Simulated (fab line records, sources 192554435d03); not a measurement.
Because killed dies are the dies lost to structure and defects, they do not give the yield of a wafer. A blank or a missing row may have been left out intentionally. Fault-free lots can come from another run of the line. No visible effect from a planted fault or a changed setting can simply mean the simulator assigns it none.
Matching of chambers    flow n5 finfet    rie diel-04 running N5_BEOL_M9_DESCUM_33: 4 sister chambers
The step chemistry O2, time 7 s. 4 wafers are shown with their chamber, then 9 later ones without.

== EACH WAFER AND ITS CHAMBER ==
wafer   chamber  drypump motor current A (A)
L074.4  0        6.1
L084.1  3        5.6
L084.2  2        5.5
L084.3  1        6.6

== WAFERS WHOSE CHAMBER IS MISSING ==
wafer   drypump motor current A (A)
L084.4  6.1
L084.5  5.5
L084.6  5.7
L082.2  6.1
L082.4  6.6
L082.5  6.6
L085.2  6.1
L085.5  6.6
L085.6  5.5

== WHICH CHAMBER EACH ONE RAN IN ==
wafer   from the rows above  in truth
L084.4  0                    0
L084.5  2                    2
L084.6  3                    3
L082.2  0                    0
L082.4  1                    1
L082.5  1                    1
L085.2  0                    0
L085.5  1                    1
L085.6  2                    2
Correct placement for 9 of the 9. Number that these rows cannot place: 0. 0 placed wrongly.
How it was worked out, from the rows above alone: a wafer's distance from a chamber is the root of the sum, over the readings, of the square of ((its reading less the chamber's mean) divided by the reading's scatter). If the next closest chamber is less than 2 further off than the closest, the wafer can't be placed; otherwise it belongs to the closest. For every chamber, the mean is computed from those of its wafers that are shown. The scatter: with one shown wafer a chamber, the root of the mean of the squares of how far each hidden wafer lies from its nearest shown one.
